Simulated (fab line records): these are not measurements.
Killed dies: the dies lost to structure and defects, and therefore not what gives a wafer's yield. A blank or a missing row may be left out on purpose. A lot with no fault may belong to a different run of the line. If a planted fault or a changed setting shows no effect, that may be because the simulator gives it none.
2 desks looking at one fault -- flow n5 finfet -- every desk sees just its own numbers, and what lay behind them comes last

AT THE TOOL OWNER'S DESK: pecvd-01
The tool's own readings at N5_BEOL_M8_ILD_DEP_00 (deposits SiCOH lowk from DEMS/porogen, target thk 179.75 nm, time 33.4 s): means of the sampled wafers that have a number, for each lot that ran on this tool. A lot is out of limits, marked OUT, if its mean lies more than 4 standard deviations from the usual mean; the brackets give that distance.
Columns: A = heater power outer w at N5_BEOL_M8_ILD_DEP_00, usual 132 W; B = heater power w at N5_BEOL_M8_ILD_DEP_00, usual 305 W; C = rf fwd power W at N5_BEOL_M8_ILD_DEP_00, usual 495.1 W; D = showerhead plenum p Torr at N5_BEOL_M8_ILD_DEP_00, usual 5.740 Torr; E = susceptor temp C at N5_BEOL_M8_ILD_DEP_00, usual 299.98 C; F = throttle valve pct at N5_BEOL_M8_ILD_DEP_00, usual 13.8 %
lot,first seen here,A,B,C,D,E,F
L448,day 10 01:43,117,304,496.4,5.721,300.14,13.4
L449,day 10 03:56,140,340,496.6,5.726,299.89,13.3
L455,day 11 22:15,104,250,495.5,5.758,285.15 (-82) OUT,13.8
L456,day 12 03:16,129,321,498.2,5.748,284.97 (-83) OUT,14.2
L457,day 12 20:13,127,301,496.2,5.738,285.18 (-82) OUT,14.0
This desk finds L455, L456, L457 out of limits, L455 being first, at day 11 22:15 (susceptor temp C at N5_BEOL_M8_ILD_DEP_00). Within limits: L448, L449.

METROLOGY DESK
What the gauges read, lot by lot, whatever tool the lot ran on: means of the sampled wafers that have a number. A lot is out of limits, marked OUT, if its mean lies more than 4 standard deviations from the usual mean; the brackets give that distance.
Columns: A = M7_RS at N5_BEOL_M7_RS_MEAS_57, usual 0.290 ohm/sq; B = M8_ILD_THK at N5_BEOL_M8_THK_MEAS_01, usual 154.7 nm
lot,first seen here,A,B
L445,day 9 10:16,0.288,152.0
L446,day 9 14:07,0.291,154.8
L448,day 10 01:38,0.304,157.0
L449,day 10 03:52,0.287,157.2
L455,day 11 22:11,0.297,172.0 (+7.5) OUT
L456,day 12 03:12,0.277,172.1 (+7.6) OUT
L459,day 12 16:13,0.285,152.1
L457,day 12 20:08,0.283,171.3 (+7.2) OUT
L463,day 14 12:41,0.294,152.6
L467,day 14 14:31,0.288,155.0
L464,day 14 15:14,0.291,154.9
This desk's finding: out of limits on L455, L456, L457; first on L455, day 11 22:50 (M8_ILD_THK at N5_BEOL_M8_THK_MEAS_01). Within limits: L445, L446, L448, L449, L459, L463, L467, L464.

TAKEN TOGETHER
On L455, L456, L457, at day 11 22:15, an alarm was possible from the tool owner's desk.
The metrology desk could have raised an alarm at day 11 22:50, on L455, L456, L457.
The lots listed all ran N5_BEOL_M8_ILD_DEP_00 on pecvd-01.

WHAT THE SIMULATOR HAD INSERTED
Process parameters drifting: pecvd-01 at N5_BEOL_M8_ILD_DEP_00, beginning at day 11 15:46. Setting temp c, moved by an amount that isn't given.
Shown lots that were struck: L455, L456, L457.
Delay (hours) between the fault's onset and each desk's first out-of-limits reading: 6 at the tool owner's desk, 7 at the metrology desk.
